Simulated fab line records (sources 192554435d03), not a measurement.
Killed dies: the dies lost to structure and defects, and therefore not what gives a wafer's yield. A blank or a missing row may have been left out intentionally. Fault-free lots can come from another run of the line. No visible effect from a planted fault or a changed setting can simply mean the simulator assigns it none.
One fault seen from 3 desks || flow n5Finfet || what lay behind the numbers comes last; until then each desk has only its own

== FOR THE TOOL OWNER'S DESK: rieDiel-02 ==
The tool's own readings at N5_BEOL_M11_ETCH_41 (etches SiCN in CH3F/O2, target depth 42.6 nm, time 86 s): means of the sampled wafers that have a number, for each lot that ran on this tool. Marked OUT: a lot whose mean sits more than 4 standard deviations from the usual mean, which makes it out of limits; the brackets give that distance.
Columns: A = drypumpMotorCurrentA at N5_BEOL_M11_ETCH_41, usual 5.5 A; B = oesProductAu at N5_BEOL_M11_ETCH_41, usual 0.79 a.u.; C = rfVppV at N5_BEOL_M11_ETCH_41, usual 297.4 V; D = showerheadPlenumPTorr at N5_BEOL_M11_ETCH_41, usual 2.00 Torr; E = throttleValvePct at N5_BEOL_M11_ETCH_41, usual 16.35 %
{"lot": "L425", "first seen here": "day 11 05:52", "A": 5.7, "B": 0.87, "C": 298.0, "D": 2.05, "E": 16.28}
{"lot": "L431", "first seen here": "day 13 15:01", "A": 5.3, "B": 0.96, "C": 297.1, "D": 1.98, "E": 16.41}
{"lot": "L435", "first seen here": "day 14 16:47", "A": 5.8, "B": 0.98, "C": 298.0, "D": 2.02, "E": 16.26}
This desk's verdict: no lot among the 3 shows anything out of limits.

== THE DEFECT DESK ==
Inspection counts along the route, by lot: the mean over sampled wafers that carry a number. Marked OUT: a lot whose mean sits more than 4 standard deviations from the usual mean, which makes it out of limits; the brackets give that distance.
Columns: A = rawDefectCount at N5_BEOL_M11_INSPECT_30, usual 398
{"lot": "L423", "first seen here": "day 10 11:13", "A": 373}
{"lot": "L425", "first seen here": "day 11 05:29", "A": 512}
{"lot": "L431", "first seen here": "day 13 14:12", "A": 469}
{"lot": "L437", "first seen here": "day 14 10:56", "A": 363}
{"lot": "L438", "first seen here": "day 14 11:25", "A": 427}
{"lot": "L435", "first seen here": "day 14 16:25", "A": 266}
This desk's verdict: no lot among the 6 shows anything out of limits.

== METROLOGY DESK ==
Lot by lot, what the gauges showed, no matter which tool ran the lot: averages of those sampled wafers that carry a number. Marked OUT: a lot whose mean sits more than 4 standard deviations from the usual mean, which makes it out of limits; the brackets give that distance.
Columns: A = cdNm at N5_BEOL_M11_CD_MEAS_28, usual 69.7 nm; B = V10_OVL at N5_BEOL_M11_OVL_MEAS_29, usual 0.6 nm
{"lot": "L423", "first seen here": "day 10 11:10", "A": 69.4, "B": 0.4}
{"lot": "L425", "first seen here": "day 11 05:26", "A": 69.7, "B": 0.8}
{"lot": "L431", "first seen here": "day 13 14:09", "A": 69.5, "B": 0.1}
{"lot": "L437", "first seen here": "day 14 10:53", "A": 69.8, "B": 1.7}
{"lot": "L438", "first seen here": "day 14 11:21", "A": 69.8, "B": 0.0}
{"lot": "L435", "first seen here": "day 14 16:21", "A": 69.8, "B": 0.2}
This desk's verdict: no lot among the 6 shows anything out of limits.

== BROUGHT TOGETHER ==
The desk of the tool owner found nothing out of limits.
No out-of-limits result turned up at the defect desk.
Nothing out of limits was seen by the metrology desk.

== WHAT WAS PUT IN BY THE SIMULATOR ==
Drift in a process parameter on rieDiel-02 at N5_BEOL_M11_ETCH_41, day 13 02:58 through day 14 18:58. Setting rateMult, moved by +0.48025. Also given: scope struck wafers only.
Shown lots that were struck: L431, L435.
